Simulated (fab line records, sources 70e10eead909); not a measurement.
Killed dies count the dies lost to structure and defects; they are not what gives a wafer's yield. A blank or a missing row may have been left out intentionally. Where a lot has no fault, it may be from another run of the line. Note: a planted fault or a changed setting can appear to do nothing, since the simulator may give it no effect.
Matching of chambers || flow nand-harc || NHARC_P_ZERO_WELL_ETCH_65 on rie-diel-11 has 4 sister chambers
The step etches the open film in N2/H2, target depth 80 nm, overetch 24 nm, time 87.88 s. 4 wafers are shown with their chamber, then 11 later ones without.

WAFERS WITH THEIR CHAMBER
{"wafer": "L091.1", "chamber": 3, "drypump-motor-current-A (A)": 5.4}
{"wafer": "L091.3", "chamber": 1, "drypump-motor-current-A (A)": 5.8}
{"wafer": "L091.4", "chamber": 2, "drypump-motor-current-A (A)": 5.5}
{"wafer": "L094.1", "chamber": 0, "drypump-motor-current-A (A)": 6.3}

WAFERS WITH NO CHAMBER GIVEN
{"wafer": "L094.4", "drypump-motor-current-A (A)": 5.8}
{"wafer": "L094.5", "drypump-motor-current-A (A)": 5.8}
{"wafer": "L095.2", "drypump-motor-current-A (A)": 6.3}
{"wafer": "L095.5", "drypump-motor-current-A (A)": 5.4}
{"wafer": "L095.6", "drypump-motor-current-A (A)": 5.5}
{"wafer": "L096.1", "drypump-motor-current-A (A)": 5.4}
{"wafer": "L096.5", "drypump-motor-current-A (A)": 5.4}
{"wafer": "L096.6", "drypump-motor-current-A (A)": 6.2}
{"wafer": "L097.1", "drypump-motor-current-A (A)": 6.2}
{"wafer": "L097.4", "drypump-motor-current-A (A)": 5.4}
{"wafer": "L097.5", "drypump-motor-current-A (A)": 6.2}

WHICH CHAMBER EACH ONE RAN IN
{"wafer": "L094.4", "from the rows above": 1, "in truth": 1}
{"wafer": "L094.5", "from the rows above": 1, "in truth": 1}
{"wafer": "L095.2", "from the rows above": 0, "in truth": 0}
{"wafer": "L095.5", "from the rows above": "can't be placed: 3 or 2", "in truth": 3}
{"wafer": "L095.6", "from the rows above": "can't be placed: 2 or 3", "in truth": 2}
{"wafer": "L096.1", "from the rows above": "can't be placed: 3 or 2", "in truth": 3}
{"wafer": "L096.5", "from the rows above": "can't be placed: 3 or 2", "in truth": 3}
{"wafer": "L096.6", "from the rows above": 0, "in truth": 0}
{"wafer": "L097.1", "from the rows above": 0, "in truth": 0}
{"wafer": "L097.4", "from the rows above": "can't be placed: 3 or 2", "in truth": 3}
{"wafer": "L097.5", "from the rows above": 0, "in truth": 0}
Correct placement for 6 of the 11. Can't be placed from these rows: 5 (the true chamber is among the candidates in 5). Wrongly placed: 0.
How it was worked out, from the rows above alone: a wafer's distance from a chamber is the root of the sum, over the readings, of the square of ((its reading less the chamber's mean) divided by the reading's scatter). If the next closest chamber is less than 2 further off than the closest, the wafer can't be placed; otherwise it belongs to the closest. The mean given for a chamber averages the wafers shown for that chamber. The scatter: root of mean squared gap, hidden wafer to nearest shown wafer, with one shown wafer a chamber.
